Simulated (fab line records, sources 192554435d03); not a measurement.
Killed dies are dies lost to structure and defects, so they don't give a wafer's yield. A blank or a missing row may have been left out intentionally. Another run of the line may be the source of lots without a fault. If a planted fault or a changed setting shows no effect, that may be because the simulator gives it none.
A single fault, viewed from 3 desks | flow n5Finfet | each desk has only its own numbers; what lay behind them comes last

THE TOOL OWNER'S DESK: rieDiel-05
The tool's own readings at N5_BEOL_M4_ETCH_70 (etches SOC in N2/H2, target depth 80 nm, overetch 24 nm, time 130 s): means of the sampled wafers that have a number, for each lot that ran on this tool. Marked OUT: a lot whose mean sits more than 4 standard deviations from the usual mean, which makes it out of limits; the brackets give that distance.
Columns: A = drypumpMotorCurrentA at N5_BEOL_M4_ETCH_70, usual 5.9 A; B = oesProductAu at N5_BEOL_M4_ETCH_70, usual 0.56 a.u.; C = rfVppV at N5_BEOL_M4_ETCH_70, usual 523.5 V; D = showerheadPlenumPTorr at N5_BEOL_M4_ETCH_70, usual 2.53 Torr; E = throttleValvePct at N5_BEOL_M4_ETCH_70, usual 17.81 %
lot  | first seen here | A   | B    | C     | D    | E
L466 | day 9 23:49     | 5.8 | 0.61 | 523.4 | 2.51 | 17.72
L469 | day 11 16:39    | 6.1 | 0.59 | 523.8 | 2.50 | 17.61
L474 | day 12 18:02    | 6.0 | 0.61 | 523.5 | 2.51 | 17.76
Result from this desk: across the 3 lots, nothing is out of limits.

METROLOGY DESK
Means of the sampled wafers that have a number, per lot and without regard to the tool the lot ran on: this is what the gauges read. Marked OUT: a lot whose mean sits more than 4 standard deviations from the usual mean, which makes it out of limits; the brackets give that distance. It has 12 readings; the 7 that lie furthest out on some lot are the ones shown.
Columns: A = cdNm at N5_BEOL_M4_CD_MEAS_28, usual 26.18 nm; B = V3_OVL at N5_BEOL_M4_OVL_MEAS_29, usual 0.1 nm; C = IOFF_N at N5_BEOL_M4_RC_MEAS_101, usual 0.16 nA/um; D = IOFF_P at N5_BEOL_M4_RC_MEAS_101, usual 0.21 nA/um; E = ION_N at N5_BEOL_M4_RC_MEAS_101, usual 672 uA/um; F = VT_N at N5_BEOL_M4_RC_MEAS_101, usual 250 mV; G = VT_P at N5_BEOL_M4_RC_MEAS_101, usual -251 mV
lot  | first seen here | A     | B    | C    | D    | E   | F   | G
L466 | day 9 22:37     | 26.56 | 1.7  | 0.14 | 0.19 | 665 | 251 | -251
L470 | day 10 05:43    | 25.91 | 0.0  | 0.16 | 0.22 | 669 | 250 | -250
L469 | day 10 10:13    | 26.14 | 0.9  | 0.15 | 0.22 | 662 | 254 | -248
L474 | day 11 21:59    | 26.33 | 1.0  | 0.17 | 0.24 | 672 | 247 | -246
L480 | day 13 13:17    | 26.26 | -0.8 | 0.15 | 0.19 | 675 | 249 | -252
L482 | day 14 02:37    | 26.46 | 0.2  | 0.23 | 0.26 | 688 | 243 | -246
Result from this desk: across the 6 lots, nothing is out of limits.

THE DEFECT DESK
Inspection counts along the route, by lot: the mean over sampled wafers that carry a number. Marked OUT: a lot whose mean sits more than 4 standard deviations from the usual mean, which makes it out of limits; the brackets give that distance.
Columns: A = rawDefectCount at N5_BEOL_M4_INSPECT_30, usual 419
lot  | first seen here | A
L466 | day 9 22:43     | 459
L470 | day 10 05:48    | 387
L469 | day 10 10:18    | 326
L474 | day 11 22:04    | 340
L480 | day 13 13:22    | 339
L482 | day 14 02:43    | 411
Result from this desk: across the 6 lots, nothing is out of limits.

BROUGHT TOGETHER
Nothing out of limits was seen by the tool owner's desk.
The metrology desk saw nothing out of limits.
Nothing out of limits was seen by the defect desk.

WHAT THE SIMULATOR HAD PUT IN
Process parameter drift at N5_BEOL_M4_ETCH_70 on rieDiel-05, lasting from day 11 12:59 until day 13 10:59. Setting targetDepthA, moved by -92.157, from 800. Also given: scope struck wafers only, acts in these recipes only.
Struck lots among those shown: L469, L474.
